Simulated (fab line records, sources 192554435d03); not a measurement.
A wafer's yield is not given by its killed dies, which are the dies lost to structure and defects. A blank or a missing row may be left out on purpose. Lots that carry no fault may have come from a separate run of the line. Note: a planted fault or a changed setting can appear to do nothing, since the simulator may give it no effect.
Matching of chambers + flow n5 finfet + N5_BEOL_M2_CO_CAP_55 on cvd co-01 has 3 sister chambers
The step material Co, precursor CCTBA/H2, target thk 2 nm, time 102.1 s. 6 wafers are shown with their chamber, then 12 later ones without.

## WAFERS PAIRED WITH THEIR CHAMBERS
| wafer  | chamber | heater power w (W) |
|--------|---------|--------------------|
| L086.4 | 2       | 201                |
| L086.5 | 0       | 297                |
| L086.6 | 1       | 289                |
| L089.1 | 2       | 193                |
| L089.5 | 0       | 284                |
| L089.6 | 1       | 285                |

## WAFERS MISSING THEIR CHAMBER
| wafer  | heater power w (W) |
|--------|--------------------|
| L092.1 | 198                |
| L092.2 | 282                |
| L092.3 | 289                |
| L093.1 | 197                |
| L093.3 | 289                |
| L093.4 | 293                |
| L097.1 | 283                |
| L097.2 | 193                |
| L097.3 | 288                |
| L097.4 | 194                |
| L097.5 | 283                |
| L097.6 | 289                |

## CHAMBER TAKEN BY EACH
| wafer  | from the rows above     | in truth |
|--------|-------------------------|----------|
| L092.1 | 2                       | 2        |
| L092.2 | can't be placed: 1 or 0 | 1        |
| L092.3 | can't be placed: 0 or 1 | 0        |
| L093.1 | 2                       | 2        |
| L093.3 | can't be placed: 0 or 1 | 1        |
| L093.4 | can't be placed: 0 or 1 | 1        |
| L097.1 | can't be placed: 1 or 0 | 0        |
| L097.2 | 2                       | 2        |
| L097.3 | can't be placed: 1 or 0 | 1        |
| L097.4 | 2                       | 2        |
| L097.5 | can't be placed: 1 or 0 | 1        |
| L097.6 | can't be placed: 0 or 1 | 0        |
4 of 12 placed correctly. These rows do not allow placing 8 (true chamber among the candidates in 8). 0 placed wrongly.
How it was worked out, from the rows above alone: a wafer's distance from a chamber is the root of the sum, over the readings, of the square of ((its reading less the chamber's mean) divided by the reading's scatter). If the next closest chamber is less than 2 further off than the closest, the wafer can't be placed; otherwise it belongs to the closest. Each chamber's mean is taken over the wafers shown for it. The scatter: take each reading less its chamber's mean, square it, sum over the shown wafers, divide by the number of wafers less the number of chambers, and take the root.
